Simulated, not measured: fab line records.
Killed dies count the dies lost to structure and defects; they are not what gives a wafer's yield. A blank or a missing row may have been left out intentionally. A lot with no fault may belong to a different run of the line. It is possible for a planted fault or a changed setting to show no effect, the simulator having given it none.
fab line records	flow nand_harc
record lots=11	wafers=33	last_day=33
route steps=1302 shown A_CHANNEL_HOLE_D2@589 A_CHANNEL_FILL_D2@614 END@1302
lots untouched by any fault: they come from a run of this same line in which no faults occurred
start_h: start of the lot's first displayed wafer, in hours after the record's first day	wait_h: hours since the lot's step before	" same as the row above	L1.1+2: several wafers, shown together as one row	- either no value or no given start	* or withheld: withheld	< > ~ a bound
route shown NAME@n: names a module that has steps shown in the file, with the first one's number in the route	usual: mean/standard deviation taken from wafers without a fault	same: alike in all rows	chamber/n: place in a boat	sites: the reading at each site	_std_site: the values' standard deviation	_edge_site: inner sites' mean taken away from outer sites' mean	radius_mm: how far each site lies from the wafer's centre	mask NAME#n: copy n	behind: the last tool/chamber to shape the wafer	hold: the reason the lot was held/the length of the hold in hours/how it ended	device: whichever transistor did not switch (one of n, p or np)	end of line: the same wafers' tests at the end of the route	a step with no rows: only its recipe	killed: count of dies lost to structure and defects at first sort (not the wafer's yield)	map: a wafer's dies, marking killed ones x, the rest . and places with no die _
set.NAME: the setting as run; set.NAME@STEP: as run at that earlier step	model.NAME: the simulator's own value behind a step, which no gauge read
route steps across a sampled set of lots; one table per step, one row per wafer
services: from which hour (start_h, from the record's first day; less than 0 if before it) a tool's chamber was out of use, for how many hours, and why
## steps
# step NHARC_A_CHANNEL_HOLE_D2_ETCH_16
# recipe target_depth_a=31000	over_etch_frac=0.3	time_s=806	ion_energy_ev=150	o2_flow_sccm=400	cos_flow_sccm=20	ar_flow_sccm=0	rf_w=500	bias_w=300	chemistry=O2/COS
# usual drypump_motor_current_A=5.8/0.53	oes_product_au=1.001/0.01	rf_vpp_V=313.9/1.7	showerhead_plenum_p_Torr=3.11/0.1	throttle_valve_pct=28.330/0.0089
lot.wafer	tool	chamber	start_h	wait_h	drypump_motor_current_A	oes_product_au	rf_hours_counter_h	rf_vpp_V	showerhead_plenum_p_Torr	throttle_valve_pct
L872.2	rie_diel-08	2	304.33	-	6.7	1.024	6	314.8	3.12	28.334
L872.6	"	1	"	"	6.0	0.990	-	314.9	3.17	28.321
L872.4	"	2	"	"	6.7	1.018	-	314.2	3.12	28.316
L874.1	rie_diel-04	0	322.80	-	5.6	1.002	9	314.3	3.14	28.340
L874.4	"	2	"	"	5.8	1.001	8	317.7	3.22	28.325
L874.3	"	3	"	"	6.7	0.988	9	314.9	3.07	28.349
L875.1	rie_diel-04	1	339.29	-	5.7	0.983	10	310.2	2.94	28.328
L875.5	"	1	"	"	5.7	0.973	-	311.5	2.94	28.346
L875.6	"	2	"	"	5.8	0.981	-	316.0	3.22	28.348
L881.3	rie_diel-08	3	395.56	-	6.0	1.002	1	316.0	3.30	28.324
L881.1	"	1	"	"	6.0	1.009	1	315.8	3.16	28.331
L881.6	"	3	"	"	6.0	1.003	-	316.5	3.30	28.334
L885.1	rie_diel-08	1	440.44	-	6.0	1.008	4	315.1	3.16	28.325
L885.3	"	0	"	"	5.5	0.993	4	312.9	3.05	28.308
L885.5	"	1	"	"	6.0	1.014	-	315.7	3.16	28.320
L887.4	rie_diel-08	1	450.45	-	6.0	1.006	5	313.4	3.16	28.333
L887.1	"	2	"	"	6.7	0.999	5	312.7	3.12	28.343
L887.6	"	0	"	"	5.5	0.997	-	313.4	3.05	28.329
L886.2	rie_diel-09	2	451.60	-	6.4	1.005	9	314.5	3.18	28.323
L886.4	"	0	"	"	5.0	1.017	9	310.9	2.93	28.331
L886.6	"	2	"	"	6.4	0.998	-	313.8	3.17	28.320
L890.3	rie_diel-09	2	482.38	-	6.3	0.981	12	315.6	3.17	28.347
L890.4	"	3	"	"	5.2	1.001	12	312.8	3.06	28.325
L890.5	"	2	"	"	6.4	0.976	-	312.2	3.17	28.336
L891.3	rie_diel-04	0	500.79	-	5.6	1.005	8	313.7	3.13	28.323
L891.5	"	0	"	"	5.7	0.991	-	314.5	3.13	28.332
L891.6	"	1	"	"	5.7	0.993	-	310.7	2.93	28.336
L894.3	rie_diel-08	1	512.98	-	6.0	1.004	7	315.8	3.16	28.321
L894.4	"	3	"	"	6.0	1.000	7	315.4	3.29	28.340
L894.6	"	1	"	"	6.0	1.019	-	314.7	3.16	28.324
L893.2	rie_diel-04	0	514.62	-	5.7	0.996	9	314.3	3.13	28.316
L893.6	"	0	"	"	5.7	0.995	-	314.7	3.13	28.330
L893.5	"	1	"	"	5.7	1.005	-	311.1	2.93	28.332
# step NHARC_A_CHANNEL_HOLE_D2_INSPECT_40
# usual raw_defect_count=280/83
lot.wafer	tool	chamber	start_h	wait_h	raw_defect_count
L872.2	defect_inspect-01	-	310.72	-	261
L872.4	"	-	"	"	314
L872.6	"	-	"	"	232
L874.1	defect_inspect-01	-	329.17	-	355
L874.3	"	-	"	"	332
L874.4	"	-	"	"	280
L875.1	defect_inspect-01	-	345.78	-	296
L875.5	"	-	"	"	228
L875.6	"	-	"	"	243
L881.1	defect_inspect-02	-	402.87	-	433
L881.3	"	-	"	"	532
L881.6	"	-	"	"	419
L885.1	defect_inspect-01	-	446.77	-	726
L885.3	"	-	"	"	861
L885.5	"	-	"	"	759
L887.1	defect_inspect-01	-	458.94	-	808
L887.4	"	-	"	"	924
L887.6	"	-	"	"	718
L886.2	defect_inspect-02	-	458.94	-	269
L886.4	"	-	"	"	237
L886.6	"	-	"	"	379
L890.3	defect_inspect-02	-	491.17	-	150
L890.4	"	-	"	"	169
L890.5	"	-	"	"	237
L891.3	defect_inspect-01	-	507.14	-	159
L891.5	"	-	"	"	160
L891.6	"	-	"	"	319
L894.3	defect_inspect-01	-	519.43	-	187
L894.4	"	-	"	"	132
L894.6	"	-	"	"	219
L893.2	defect_inspect-01	-	521.11	-	285
L893.5	"	-	"	"	237
L893.6	"	-	"	"	309
# step NHARC_A_CHANNEL_FILL_D2_ALD_14
# recipe target_thk_a=25	pulse_time_s=10	ald_cycles=25	temp_c=300	material=SiO2
# usual heater_power_w=462/38	precursor_pulse_height_rel=0.999/0.02
lot.wafer	tool	chamber	start_h	wait_h	heater_power_w	precursor_pulse_height_rel	since_wet_clean_h
L872.4	ald_hk-01	2	317.87	0.0	534	1.003	9
L872.2	"	1	"	"	449	0.990	9
L872.6	"	2	"	"	525	1.015	-
L874.4	ald_hk-04	3	336.37	0.0	453	1.018	71
L874.1	"	1	"	"	428	0.997	71
L874.3	"	2	"	"	508	0.994	71
L875.1	ald_hk-01	2	353.07	0.1	531	1.031	45
L875.6	"	1	"	"	439	1.003	-
L875.5	"	2	"	"	539	1.022	-
L881.3	ald_hk-01	1	410.06	0.0	446	0.990	102
L881.1	"	3	"	"	480	1.003	102
L881.6	"	1	"	"	445	1.000	-
L885.1	ald_hk-01	3	453.97	0.0	475	0.957	145
L885.3	"	0	"	"	474	0.999	146
L885.5	"	3	"	"	494	0.968	-
L887.1	ald_hk-02	0	466.24	0.1	396	1.024	106
L887.4	"	2	"	"	476	1.025	106
L887.6	"	0	"	"	398	1.005	-
L886.4	ald_hk-04	3	466.24	0.1	440	0.960	23
L886.2	"	1	"	"	441	1.016	23
L886.6	"	2	"	"	513	0.966	-
L890.3	ald_hk-01	0	498.46	0.1	455	1.003	11
L890.4	"	1	"	"	451	1.011	11
L890.5	"	0	"	"	462	0.992	-
L891.3	ald_hk-01	2	514.35	0.1	529	0.974	27
L891.5	"	0	"	"	463	1.026	-
L891.6	"	1	"	"	456	1.011	-
L894.3	ald_hk-02	3	526.63	0.0	390	0.967	166
L894.4	"	0	"	"	401	1.015	166
L894.6	"	3	"	"	394	0.974	-
L893.2	ald_hk-04	1	526.73	0.1	444	0.993	83
L893.6	"	3	"	"	445	1.013	-
L893.5	"	0	"	"	462	1.014	-
# step NHARC_A_CHANNEL_FILL_D2_ALD_16
# recipe target_thk_a=15	pulse_time_s=10	ald_cycles=15	temp_c=300	material=SiO2
# usual heater_power_w=466/40	precursor_pulse_height_rel=1.001/0.018
lot.wafer	tool	chamber	start_h	wait_h	heater_power_w	precursor_pulse_height_rel	since_wet_clean_h
L872.4	ald_hk-04	0	323.03	0.0	464	0.996	57
L872.2	"	3	"	"	454	0.998	57
L872.6	"	0	"	"	464	0.998	-
L874.1	ald_hk-04	3	341.56	0.0	453	1.006	76
L874.3	"	1	"	"	417	1.010	76
L874.4	"	2	"	"	492	1.014	76
L875.1	ald_hk-04	2	358.18	0.0	495	0.992	92
L875.5	"	2	"	"	493	1.015	-
L875.6	"	3	"	"	468	1.022	-
L881.1	ald_hk-02	1	415.22	0.0	465	0.984	55
L881.3	"	3	"	"	403	0.989	55
L881.6	"	1	"	"	474	1.000	-
L885.3	ald_hk-01	1	459.17	0.0	449	0.953	151
L885.1	"	2	"	"	540	1.025	151
L885.5	"	1	"	"	452	0.992	-
L886.4	ald_hk-02	3	471.41	0.1	404	1.011	111
L886.2	"	0	"	"	400	0.999	111
L886.6	"	3	"	"	391	1.012	-
L887.1	ald_hk-01	0	471.42	0.1	482	1.000	163
L887.4	"	1	"	"	448	0.994	163
L887.6	"	0	"	"	485	0.991	-
L890.4	ald_hk-02	2	503.65	0.0	475	1.009	143
L890.3	"	0	"	"	407	1.012	143
L890.5	"	3	"	"	398	0.993	-
L891.3	ald_hk-02	2	519.50	0.1	488	0.979	159
L891.6	"	0	"	"	401	1.027	-
L891.5	"	1	"	"	488	1.005	-
L894.4	ald_hk-01	2	531.85	0.0	533	0.983	44
L894.3	"	1	"	"	449	1.011	44
L894.6	"	2	"	"	512	1.011	-
L893.2	ald_hk-01	3	532.03	0.2	485	1.022	45
L893.5	"	2	"	"	527	0.976	-
L893.6	"	3	"	"	471	0.985	-
# step NHARC_A_CHANNEL_FILL_D2_ETCHBACK_19
# recipe target_depth_a=50	time_s=1.7	hbr_flow_sccm=150	cl2_flow_sccm=50	rf_w=400	icp_w=400	bias_w=100	chemistry=HBr/Cl2
# usual drypump_motor_current_A=5.6/0.31	hbr_flow_sccm=150.0/0.4	oes_product_au=1.000/0.011	throttle_valve_pct=26.405/0.0086
lot.wafer	tool	chamber	start_h	wait_h	drypump_motor_current_A	hbr_flow_sccm	oes_product_au	rf_hours_counter_h	throttle_valve_pct
L872.2	rie_si-06	3	334.84	0.4	5.3	150.4	0.988	0.57	26.386
L872.4	"	1	"	"	5.8	150.6	0.985	0.53	26.400
L872.6	"	0	"	"	5.9	149.9	0.979	-	26.404
L874.3	rie_si-06	3	353.56	0.4	5.3	149.7	0.992	0.64	26.399
L874.4	"	0	"	"	5.8	150.3	0.996	0.52	26.402
L874.1	"	1	"	"	5.8	150.1	0.998	0.63	26.417
L875.1	rie_si-06	0	369.49	0.4	5.9	150.2	0.997	0.62	26.420
L875.6	"	0	"	"	5.9	150.4	1.000	-	26.403
L875.5	"	1	"	"	5.8	150.5	1.000	-	26.401
L881.1	rie_si-01	0	427.17	0.4	5.4	150.5	1.007	0.30	26.391
L881.3	"	1	"	"	6.1	149.9	1.012	0.28	26.404
L881.6	"	1	"	"	6.1	150.1	1.017	-	26.400
L885.3	rie_si-06	2	470.98	0.4	5.4	150.0	1.002	0.18	26.413
L885.1	"	3	"	"	5.3	149.3	1.006	0.17	26.399
L885.5	"	2	"	"	5.4	150.7	1.002	-	26.400
L887.4	rie_si-06	1	483.27	0.4	5.8	149.7	0.990	0.23	26.418
L887.1	"	3	"	"	5.3	149.8	0.997	0.25	26.422
L887.6	"	1	"	"	5.8	150.2	0.990	-	26.417
L886.4	rie_si-01	2	483.29	0.4	5.4	150.1	1.011	0.44	26.408
L886.2	"	0	"	"	5.4	149.2	1.019	0.65	26.413
L886.6	"	1	"	"	6.0	149.8	1.014	-	26.415
L890.3	rie_si-06	0	516.93	0.4	5.9	149.9	1.006	0.36	26.406
L890.5	"	1	"	"	5.8	150.0	1.000	-	26.408
L890.4	"	3	"	"	5.3	149.9	1.006	-	26.400
L891.3	rie_si-06	3	532.11	0.4	5.4	150.1	0.987	0.56	26.417
L891.6	"	0	"	"	5.9	149.9	0.981	-	26.401
L891.5	"	1	"	"	5.8	150.7	0.985	-	26.402
L893.2	rie_si-06	1	543.63	0.4	5.8	150.1	0.986	0.71	26.400
L893.5	"	0	"	"	5.8	149.9	0.988	-	26.405
L893.6	"	1	"	"	5.8	149.4	0.998	-	26.416
L894.3	rie_si-04	1	543.65	0.4	5.2	150.1	0.984	0.12	26.405
L894.4	"	3	"	"	5.5	149.5	1.008	-	26.398
L894.6	"	1	"	"	5.2	149.7	0.990	-	26.415
# step NHARC_END_SORT_01
# recipe temp_c=25
# usual killed_at_array=55/12	killed_at_other=1.0/1.2	killed_at_periphery=3.9/2.6	killed_dies=60/12	killed_open=3.3/1.9	killed_short=2.5/1.8
# same gross_dies=677
lot.wafer	tool	chamber	start_h	wait_h	killed_at_array	killed_at_other	killed_at_periphery	killed_dies	killed_open	killed_short
L887.1	prober-02	0	705.66	2.5	116	0	0	116	1	1
L887.4	prober-02	0	708.04	3.4	84	0	5	89	0	2
L887.6	prober-02	0	709.63	4.0	99	0	7	106	4	0
L885.1	prober-01	0	705.69	2.5	68	0	5	73	5	2
L885.3	prober-01	0	707.30	3.1	95	0	1	96	5	4
L885.5	prober-01	0	708.90	3.7	74	0	3	77	3	2
# killed by level:class
L887.1 A_CHANNEL_HOLE_D2:unspecified=51 A_SLIT:chamber_film_flake=31 A_CHANNEL_HOLE_D2:chamber_film_flake=21 A_CHANNEL_HOLE_D1:chamber_film_flake=6 A_STAIRCASE:chamber_film_flake=4 A_CHANNEL_FILL_D2:geometric_particle:short=1 A_M0:geometric_particle:open=1 A_CONTACT:chamber_film_flake=1
L885.1 A_CHANNEL_HOLE_D2:unspecified=32 A_CHANNEL_HOLE_D2:chamber_film_flake=17 A_CHANNEL_HOLE_D1:chamber_film_flake=6 A_SLIT:chamber_film_flake=3 P_GATE:geometric_particle:open=2 A_CHANNEL_FILL_D1:geometric_particle:short=2 A_ZERO_WELL:chamber_film_flake=2 A_CONTACT:chamber_film_flake=2
L885.3 A_CHANNEL_HOLE_D2:unspecified=48 A_CHANNEL_HOLE_D2:chamber_film_flake=24 A_CHANNEL_HOLE_D1:chamber_film_flake=6 A_SLIT:chamber_film_flake=3 A_DECK1_JOINT:geometric_particle:open=2 A_WL_FILL:geometric_particle:short=2 A_CONTACT:chamber_film_flake=2 A_ONON_D1:geometric_particle:short=1
L887.4 A_CHANNEL_HOLE_D2:unspecified=30 A_SLIT:chamber_film_flake=25 A_CHANNEL_HOLE_D2:chamber_film_flake=13 A_CONTACT:chamber_film_flake=5 A_CHANNEL_HOLE_D1:chamber_film_flake=4 P_GATE:chamber_film_flake=2 A_STAIRCASE:chamber_film_flake=2 A_SOURCE_PLATE:geometric_particle:short=1
L885.5 A_CHANNEL_HOLE_D2:unspecified=32 A_CHANNEL_HOLE_D2:chamber_film_flake=19 A_CHANNEL_HOLE_D1:chamber_film_flake=8 A_CONTACT:chamber_film_flake=5 A_SLIT:chamber_film_flake=4 A_CHANNEL_FILL_D2:chamber_film_flake=2 P_STI:geometric_particle:short=1 P_M2:geometric_particle:open=1
L887.6 A_CHANNEL_HOLE_D2:unspecified=53 A_SLIT:chamber_film_flake=23 A_CHANNEL_HOLE_D2:chamber_film_flake=11 A_CONTACT:chamber_film_flake=5 P_GATE:chamber_film_flake=4 A_CHANNEL_HOLE_D1:chamber_film_flake=3 A_ONON_D2:geometric_particle:open=1 A_CHANNEL_FILL_D2:geometric_particle:open=1
## services
tool	chamber	start_h	hours	kind
rie_diel-04	3	294.22	8.4	repair
rie_si-06	1	296.06	4.1	repair
ald_hk-01	-	298.54	10.0	pm
rie_diel-04	0	298.58	8.8	repair
rie_diel-08	3	299.46	7.4	repair
ald_hk-04	-	305.45	0.3	repair
rie_diel-09	0	309.45	8.7	repair
rie_diel-09	-	320.10	9.0	pm
rie_diel-09	1	334.70	35.7	repair
ald_hk-01	-	348.30	2.1	repair
rie_diel-04	-	354.90	9.0	pm
rie_diel-08	0	367.15	6.7	repair
rie_diel-08	-	367.80	9.0	pm
rie_si-01	-	370.00	9.0	pm
rie_diel-09	3	371.86	5.8	repair
rie_si-06	-	376.21	1.1	repair
rie_si-06	-	426.00	9.0	pm
rie_diel-09	0	429.05	6.6	repair
ald_hk-04	-	433.73	10.0	pm
rie_diel-04	-	476.52	1.2	repair
rie_diel-09	3	493.35	17.7	repair
rie_si-06	2	515.85	9.4	repair
ald_hk-02	-	528.47	10.0	pm
rie_diel-04	-	531.90	9.0	pm
## key
first_sign step=NHARC_A_CHANNEL_HOLE_D2_INSPECT_40	reading=raw_defect_count	direction=up	sigmas=6.2	usual=280	struck=799
effect step=NHARC_END_SORT_01	reading=killed_at_array	direction=up	sigmas=2.9	usual=55	struck=89
more_kills_born_at NHARC_A_CHANNEL_HOLE_D2_ETCH_16@rie_diel-08=246
met_at NHARC_A_CHANNEL_HOLE_D2_ETCH_16
struck_lots L885,L887
tester_left_out L885,L887
not_acting_at NHARC_A_CHANNEL_FILL_D2_ALD_14,NHARC_A_CHANNEL_FILL_D2_ALD_16,NHARC_A_CHANNEL_FILL_D2_ETCHBACK_19
onset_between 395.56 440.44
fault kind=chamber_particle_source	tool=rie_diel-08	chamber=-	onset_h=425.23	steps=NHARC_A_CHANNEL_HOLE_D2_ETCH_16	rate_per_visit_cm2=0.84597	end_h=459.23
# tester_left_out: of these lots the tester's yield and bins aren't shown, on N5 and GAA mostly nor the transistor test; their killed dies are dies lost to structure and defects alone, not to doping, threshold or leakage, so they don't give the yield
